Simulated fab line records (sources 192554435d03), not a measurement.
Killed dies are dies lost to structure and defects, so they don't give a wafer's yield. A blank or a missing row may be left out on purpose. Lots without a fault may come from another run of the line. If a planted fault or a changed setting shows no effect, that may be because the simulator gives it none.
Split-lot experiment + flow n5Finfet + on a route of 1938 steps: 7 lots, 21 wafers read

THE SPLIT ITSELF
At N5_DUMMY_GATE_COAT_28 (time 60 s, resist thk 10 nm), the setting spinRpm was moved away from the recipe's 1500 rpm on 4 of the 21 wafers read, by -4.8% to +8.3%. The other wafers ran this setting at the recipe's value.

Reading taken at the split's own step.

THE READING
underlayer_of_DUMMY_GATE_COAT_28.thkNm (the simulator's own value, which no gauge read), in nm, at N5_DUMMY_GATE_COAT_28 (time 60 s, resist thk 10 nm). There is no usual value for it anywhere in the file.

| wafer  | tool, chamber at the split | spinRpm as run, rpm | against the recipe | underlayer_of_DUMMY_GATE_COAT_28.thkNm, nm | against lot-mates on the recipe |
|--------|----------------------------|---------------------|--------------------|--------------------------------------------|---------------------------------|
| L076.3 | lithoTrack-04, 0           | 1500                | recipe             | 10                                         | -                               |
| L076.4 | lithoTrack-04, 0           | 1500                | recipe             | 10                                         | -                               |
| L076.5 | lithoTrack-04, 0           | 1437                | -4.2%              | 10.4                                       | +0.4                            |
| L078.2 | lithoTrack-04, 0           | 1500                | recipe             | 10                                         | -                               |
| L078.3 | lithoTrack-04, 0           | 1500                | recipe             | 10                                         | -                               |
| L078.4 | lithoTrack-04, 0           | 1500                | recipe             | 10                                         | -                               |
| L080.2 | lithoTrack-05, 0           | 1500                | recipe             | 10                                         | -                               |
| L080.4 | lithoTrack-05, 0           | 1500                | recipe             | 10                                         | -                               |
| L080.3 | lithoTrack-05, 0           | 1566                | +4.4%              | 9.8                                        | -0.2                            |
| L083.2 | lithoTrack-04, 0           | 1500                | recipe             | 10                                         | -                               |
| L083.3 | lithoTrack-04, 0           | 1500                | recipe             | 10                                         | -                               |
| L083.6 | lithoTrack-04, 0           | 1500                | recipe             | 10                                         | -                               |
| L084.1 | lithoTrack-04, 0           | 1500                | recipe             | 10                                         | -                               |
| L084.2 | lithoTrack-04, 0           | 1500                | recipe             | 10                                         | -                               |
| L084.3 | lithoTrack-04, 0           | 1625                | +8.3%              | 9.6                                        | -0.4                            |
| L087.1 | lithoTrack-04, 0           | 1428                | -4.8%              | 10.2                                       | +0.2                            |
| L087.2 | lithoTrack-04, 0           | 1500                | recipe             | 10                                         | -                               |
| L087.4 | lithoTrack-04, 0           | 1500                | recipe             | 10                                         | -                               |
| L090.1 | lithoTrack-05, 0           | 1500                | recipe             | 10                                         | -                               |
| L090.2 | lithoTrack-05, 0           | 1500                | recipe             | 10                                         | -                               |
| L090.3 | lithoTrack-05, 0           | 1500                | recipe             | 10                                         | -                               |

THE FIT
A straight line over all 21 wafers: underlayer_of_DUMMY_GATE_COAT_28.thkNm changes by -0.0532 nm for each +1% of spinRpm; r = -0.95; the points scatter about the line by 0.043 nm.
The same after taking each lot's own level away (the mean of its wafers on the recipe; 21 wafers): -0.0532 nm for each +1%; r = -0.95; scatter 0.043 nm.
According to that fit, moving spinRpm by its largest amount changes the reading by 0.44 nm.
The lots' own levels span 10.00 to 10.00 nm.
The two slopes are in agreement: the lot-to-lot level therefore moves the slope only a little.
Check: with one of the wafers moved furthest among these (+8.3%) left out of the fit, the line predicts -0.478 nm for it against its lot-mates. Against them it came out at -0.4 nm.

THESE WAFERS: OTHER SPLITS
Note: prior to the reading, these wafers also went through further splits. Each is held against what the fit with the lots' levels taken away leaves over:
| other split on the same wafers      | wafers away from the commonest value | r with underlayer_of_DUMMY_GATE_COAT_28.thkNm (lot level and that fit taken away) |
|-------------------------------------|--------------------------------------|-----------------------------------------------------------------------------------|
| N5_WELL_APT_PEB_06 pebTimeS         | 6                                    | -0.15                                                                             |
| N5_WELL_APT_DEVELOP_07 developTimeS | 7                                    | +0.08                                                                             |
| N5_FIN_SAQP_ETCH_65 timeS           | 4                                    | +0.10                                                                             |
| N5_FIN_CUT_EXPOSE_05 doseMj         | 6                                    | +0.03                                                                             |

FILE'S OWN FIT
underlayer_of_DUMMY_GATE_COAT_28.thkNm changes by -0.0529 nm for each +1% of spinRpm, r = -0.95.
